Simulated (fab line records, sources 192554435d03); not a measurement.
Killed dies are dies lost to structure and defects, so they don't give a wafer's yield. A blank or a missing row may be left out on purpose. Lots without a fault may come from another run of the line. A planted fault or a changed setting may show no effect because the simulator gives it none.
fab line records | flow n5_finfet
record lots=11 wafers=31 last_day=17
route steps=1938 shown BEOL_M15@1819 MIM_TOP_LITHO@1850 TV_LITHO@1879
lots that met no fault: from a run of the same line without faults
start_h: hours from the record's first day to the start of the lot's first wafer shown | wait_h: hours since the lot's step before | " the same as in the row above | L1.1+2: a row that stands for several wafers | - no value, or no start given | * or withheld: withheld | < > ~ a bound
route shown NAME@n: a module of which the file shows steps, and the number in the route of the first | usual: mean/standard deviation of fault-free wafers | same: alike in all rows | chamber/n: place in a boat | sites: the reading at each site | _std_site: their standard deviation | _edge_site: outer sites' mean less inner sites' | radius_mm: how far each site lies from the wafer's centre | mask NAME#n: copy n | behind: the tool/chamber that last shaped the wafer | hold: why the lot was held/for how many hours/how that ended | device: the transistor (n, p or np) that didn't switch | end of line: the same wafers' tests at the end of the route | a step without rows: its recipe alone | killed: dies lost to structure and defects at the first sort, not the wafer's yield | map: a wafer's dies, x killed, . not, _ none there
set.NAME: the setting as run; set.NAME@STEP: as run at that earlier step | model.NAME: the simulator's own value behind a step, which no gauge read
steps of the route over a sample of lots; a table a step, a row a wafer
services: from which hour (start_h, from the record's first day; less than 0 if before it) a tool's chamber was out of use, for how many hours, and why
## steps
# step N5_BEOL_M15_SPUTTER_43
# recipe material=TaN target_thk_a=150 temp_c=50 bias_v=168.6 power_w=15000 chamber_pressure_pa=0.12 time_s=24.19
# usual substrate_temp_c=50.00/0.11 throttle_valve_pct=29.5/0.92
# columns lot.wafer tool chamber start_h wait_h substrate_temp_c throttle_valve_pct
L941.2 pvd_sputter-01 - 259.64 0.0 50.03 29.4
L941.5 " - " " 50.24 29.9
L941.6 " - " " 49.86 29.1
L942.3 pvd_sputter-03 - 266.40 0.0 50.01 29.7
L942.4 " - " " 50.02 28.9
L940.1 pvd_sputter-01 - 273.41 0.0 50.00 29.5
L940.3 " - " " 49.89 29.9
L940.5 " - " " 49.87 29.7
L946.2 pvd_sputter-03 - 287.24 0.0 50.21 29.9
L946.3 " - " " 49.89 30.4
L946.6 " - " " 50.08 29.0
L948.2 pvd_sputter-03 - 298.53 0.0 50.00 30.2
L948.4 " - " " 50.00 29.1
L948.5 " - " " 49.81 29.9
L949.1 pvd_sputter-01 - 314.79 0.0 50.04 29.8
L949.3 " - " " 50.02 29.4
L949.4 " - " " 49.95 27.6
L951.2 pvd_sputter-02 - 328.73 0.0 49.93 30.4
L951.3 " - " " 50.07 29.6
L951.6 " - " " 50.29 30.4
L957.2 pvd_sputter-01 - 349.11 0.0 49.92 29.8
L957.5 " - " " 49.92 29.7
L957.6 " - " " 49.76 27.6
L958.2 pvd_sputter-01 - 358.65 0.0 50.18 29.2
L958.4 " - " " 49.81 30.0
L958.5 " - " " 49.86 27.5
L960.2 pvd_sputter-01 - 362.73 0.0 49.72 27.2
L960.3 " - " " 50.10 29.9
L962.1 pvd_sputter-02 - 391.36 0.0 50.05 29.0
L962.4 " - " " 50.15 30.5
L962.6 " - " " 50.02 29.5
# step N5_BEOL_M15_ANNEAL_48
# recipe temp_c=225 time_s=90 ambient=N2
# usual wafer_temp_C_max=225.9/0.39
# columns lot.wafer tool chamber start_h wait_h wafer_temp_C_max
L941.2 rtp_anneal-01 0 260.21 0.2 226.5
L941.5 " 0 " " 226.7
L941.6 " 0 " " 226.5
L942.3 rtp_anneal-01 0 267.00 0.2 226.2
L942.4 " 0 " " 226.3
L940.1 rtp_anneal-01 0 273.93 0.2 226.1
L940.3 " 0 " " 226.7
L940.5 " 0 " " 225.9
L946.2 rtp_anneal-02 0 287.80 0.2 225.9
L946.3 " 0 " " 225.7
L946.6 " 0 " " 226.1
L948.2 rtp_anneal-01 0 299.09 0.2 225.8
L948.4 " 0 " " 226.0
L948.5 " 0 " " 226.1
L949.1 rtp_anneal-02 0 315.31 0.2 225.7
L949.3 " 0 " " 225.7
L949.4 " 0 " " 225.9
L951.2 rtp_anneal-01 0 329.30 0.2 225.7
L951.3 " 0 " " 226.5
L951.6 " 0 " " 226.3
L957.2 rtp_anneal-02 0 349.67 0.2 225.9
L957.5 " 0 " " 225.7
L957.6 " 0 " " 225.7
L958.2 rtp_anneal-02 0 359.21 0.2 225.8
L958.4 " 0 " " 225.7
L958.5 " 0 " " 225.9
L960.2 rtp_anneal-02 0 363.31 0.2 225.3
L960.3 " 0 " " 225.4
L962.1 rtp_anneal-01 0 392.09 0.4 226.2
L962.4 " 0 " " 226.1
L962.6 " 0 " " 226.2
# step N5_MIM_TOP_LITHO_DESCUM_10
# recipe chemistry=O2 time_s=7.9 source_power_w=50 bias_power_w=20 pressure_mtorr=20 rf_frequency_hz=2.712e+07 temp_c=40 o2_flow_sccm=225
# usual drypump_motor_current_A=5.6/0.49 oes_product_au=0.82/0.07 rf_vpp_V=242.9/1.1 showerhead_plenum_p_Torr=2.08/0.051 throttle_valve_pct=20.50/0.15
# columns lot.wafer tool chamber start_h wait_h drypump_motor_current_A oes_product_au rf_hours_counter_h rf_vpp_V showerhead_plenum_p_Torr throttle_valve_pct
L941.2 rie_diel-05 0 265.22 0.0 5.9 0.81 78 243.6 2.01 20.40
L941.5 " 3 " " 6.1 0.67 - 243.5 2.08 20.74
L941.6 " 0 " " 5.9 0.83 - 244.1 2.01 20.41
L942.3 rie_diel-05 0 271.63 0.3 5.9 0.82 80 241.6 2.01 20.40
L942.4 " 2 " " 4.9 0.71 195 242.2 2.01 20.70
L940.1 rie_diel-06 1 278.97 0.0 5.9 0.97 6 242.9 2.05 20.47
L940.3 " 3 " " 4.8 0.66 245 243.1 2.17 20.86
L940.5 " 0 " " 5.2 0.82 - 243.3 2.11 20.11
L946.2 rie_diel-06 3 293.64 0.2 4.8 0.66 249 244.4 2.16 20.88
L946.3 " 0 " " 5.3 0.82 76 243.3 2.11 20.12
L946.6 " 3 " " 4.8 0.66 - 244.8 2.16 20.86
L948.2 rie_diel-03 0 303.01 0.1 6.3 0.89 47 242.2 2.04 20.47
L948.4 " 2 " " 5.8 0.83 89 243.8 2.14 20.47
L948.5 " 3 " " 5.5 0.87 - 243.6 2.14 20.47
L949.1 rie_diel-05 1 319.56 0.4 5.1 0.79 85 243.4 2.11 20.36
L949.3 " 0 " " 5.9 0.81 93 242.5 2.01 20.43
L949.4 " 3 " " 6.1 0.66 249 242.7 2.07 20.77
L951.2 rie_diel-03 3 332.73 0.0 5.5 0.86 40 243.6 2.14 20.50
L951.3 " 1 " " 5.9 0.84 68 243.3 2.04 20.46
L951.6 " 3 " " 5.5 0.86 - 244.4 2.14 20.50
L957.2 rie_diel-03 0 353.89 0.0 6.3 0.87 67 242.7 2.03 20.50
L957.5 " 2 " " 5.8 0.82 - 243.6 2.13 20.50
L957.6 " 3 " " 5.5 0.85 - 243.0 2.14 20.52
L958.2 rie_diel-06 3 363.08 0.0 4.8 0.92 15 243.8 2.16 20.45
L958.4 " 2 " " 4.7 0.84 62 242.6 2.05 20.64
L958.5 " 0 " " 5.3 0.80 - 244.9 2.10 20.15
L960.2 rie_diel-05 3 367.88 0.0 6.1 0.94 10 243.7 2.07 20.41
L960.3 " 2 " " 4.8 0.69 230 243.9 2.00 20.76
L962.1 rie_diel-03 3 395.83 0.0 5.5 0.82 62 242.7 2.13 20.53
L962.4 " 1 " " 5.9 0.82 91 241.4 2.03 20.51
L962.6 " 3 " " 5.5 0.82 - 243.1 2.13 20.53
# step N5_PASSIVATION_EXPOSE_07
# recipe mask_id=TV na=0.55 source_shape=conventional sigma_outer=0.8 polarization=unpolarized defocus_nm=0 target_cd_nm=3000 dose_mj=22.75
# usual exposure_dose_mJ_cm2=22.749/0.022 focus_offset_nm=-0.1/0.52
# same na=0.55
# columns lot.wafer tool chamber start_h wait_h mask exposure_dose_mJ_cm2 focus_offset_nm
L941.2 krf_scanner-02 0 267.27 - TV#0 22.733 -1.2
L941.5 " 0 " " TV#0 22.759 -0.4
L941.6 " 0 " " TV#0 22.798 -1.1
L942.3 krf_scanner-01 0 276.23 - TV#0 22.779 0.6
L942.4 " 0 " " TV#0 22.745 -0.7
L940.1 krf_scanner-01 0 280.97 - TV#0 22.735 -0.6
L940.3 " 0 " " TV#0 22.728 -0.2
L940.5 " 0 " " TV#0 22.739 0.2
L946.2 krf_scanner-02 0 295.55 - TV#0 22.771 -0.2
L946.3 " 0 " " TV#0 22.774 0.3
L946.6 " 0 " " TV#0 22.727 0.1
L948.2 krf_scanner-02 0 307.59 - TV#0 21.712 -0.3
L948.4 " 0 " " TV#0 21.714 -0.2
L948.5 " 0 " " TV#0 21.667 -0.7
L949.1 krf_scanner-01 0 324.19 - TV#0 22.792 -0.4
L949.3 " 0 " " TV#0 22.730 -0.7
L949.4 " 0 " " TV#0 22.734 0.7
L951.2 krf_scanner-02 0 335.39 - TV#0 21.715 0.2
L951.3 " 0 " " TV#0 21.708 0.1
L951.6 " 0 " " TV#0 21.722 -0.6
L957.2 krf_scanner-01 0 357.58 - TV#0 22.740 0.0
L957.5 " 0 " " TV#0 22.719 -0.1
L957.6 " 0 " " TV#0 22.751 0.6
L958.2 krf_scanner-01 0 366.66 - TV#0 22.765 0.8
L958.4 " 0 " " TV#0 22.758 1.4
L958.5 " 0 " " TV#0 22.748 1.0
L960.2 krf_scanner-01 0 371.42 - TV#0 22.758 -0.5
L960.3 " 0 " " TV#0 22.768 -0.4
L962.1 krf_scanner-01 0 398.43 - TV#0 22.735 -0.3
L962.4 " 0 " " TV#0 22.740 -0.2
L962.6 " 0 " " TV#0 22.764 -0.3
# step N5_PASSIVATION_CD_MEAS_10
# recipe target_cd_nm=3000 landing_energy_ev=500 detector=se_inlens
# usual cd_nm=2997.6/2.8
# columns lot.wafer tool chamber start_h wait_h cd_nm
L941.2 cd_sem-03 0 267.44 - 2998.4
L941.5 " 0 " " 2995.9
L941.6 " 0 " " 2996.9
L942.3 cd_sem-02 0 276.40 - 2997.4
L942.4 " 0 " " 2994.7
L940.1 cd_sem-02 0 281.16 - 2998.4
L940.3 " 0 " " 3001.5
L940.5 " 0 " " 2996.5
L946.2 cd_sem-01 0 295.73 - 2998.2
L946.3 " 0 " " 2998.9
L946.6 " 0 " " 3001.6
L948.2 cd_sem-03 0 307.76 - 2988.7
L948.4 " 0 " " 2983.5
L948.5 " 0 " " 2987.9
L949.1 cd_sem-03 0 324.37 - 2996.9
L949.3 " 0 " " 2991.1
L949.4 " 0 " " 3002.0
L951.2 cd_sem-01 0 335.57 - 2984.5
L951.3 " 0 " " 2989.8
L951.6 " 0 " " 2987.5
L957.2 cd_sem-03 0 357.75 - 2998.3
L957.5 " 0 " " 2997.8
L957.6 " 0 " " 2993.8
L958.2 cd_sem-03 0 366.83 - 2999.9
L958.4 " 0 " " 3000.4
L958.5 " 0 " " 2999.1
L960.2 cd_sem-01 0 371.60 - 2995.8
L960.3 " 0 " " 2995.1
L962.1 cd_sem-03 0 398.61 - 2995.9
L962.4 " 0 " " 2993.4
L962.6 " 0 " " 2992.8
## services
# columns tool chamber start_h hours kind
krf_scanner-02 - 239.67 4.0 pm
rie_diel-06 1 242.74 - clean
rie_diel-06 1 242.74 - consumable_replace:focus_ring
rie_diel-06 1 242.74 21.2 scheduled_down
krf_scanner-01 - 266.22 1.3 pm
krf_scanner-02 - 270.14 0.8 pm
krf_scanner-02 0 281.66 - calibration
pvd_sputter-02 - 303.66 4.3 repair
krf_scanner-01 0 308.82 - calibration
rie_diel-05 3 321.96 - clean
rie_diel-05 3 321.96 - consumable_replace:focus_ring
rie_diel-05 3 321.96 15.7 scheduled_down
rie_diel-05 3 321.96 15.7 vent_cycle
krf_scanner-01 - 324.94 4.0 pm
krf_scanner-01 - 329.20 1.0 pm
krf_scanner-02 - 330.20 1.0 pm
pvd_sputter-03 - 332.51 3.0 repair
pvd_sputter-02 - 342.91 6.3 repair
krf_scanner-02 - 361.61 3.6 pm
krf_scanner-02 - 371.98 0.1 repair
pvd_sputter-03 - 385.71 1.1 repair
rie_diel-03 2 393.81 1.2 repair
krf_scanner-02 - 396.09 0.8 repair
krf_scanner-02 - 397.99 1.3 pm
## key
first_sign step=N5_PASSIVATION_EXPOSE_07 reading=exposure_dose_mJ_cm2 direction=down sigmas=47 usual=22.749 struck=21.706
effect step=N5_PASSIVATION_CD_MEAS_10 reading=cd_nm direction=down sigmas=3.8 usual=2997.6 struck=2987.0
met_at N5_PASSIVATION_EXPOSE_07
struck_lots L948,L951
baseline_loss step=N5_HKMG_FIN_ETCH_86 wafers=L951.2
not_acting_at N5_BEOL_M15_SPUTTER_43,N5_BEOL_M15_ANNEAL_48,N5_MIM_TOP_LITHO_DESCUM_10
onset_between 295.55 307.59
fault kind=process_parameter_drift tool=krf_scanner-02 chamber=- onset_h=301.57 steps=N5_PASSIVATION_EXPOSE_07 channel=dose_mj offset=-1.0293 shape=step acts_in=these_recipes_only stated=22.75
# baseline_loss: these wafers lose ten dies or more at that step, a loss of the line's own and not of a fault; the sort's usual values leave them out
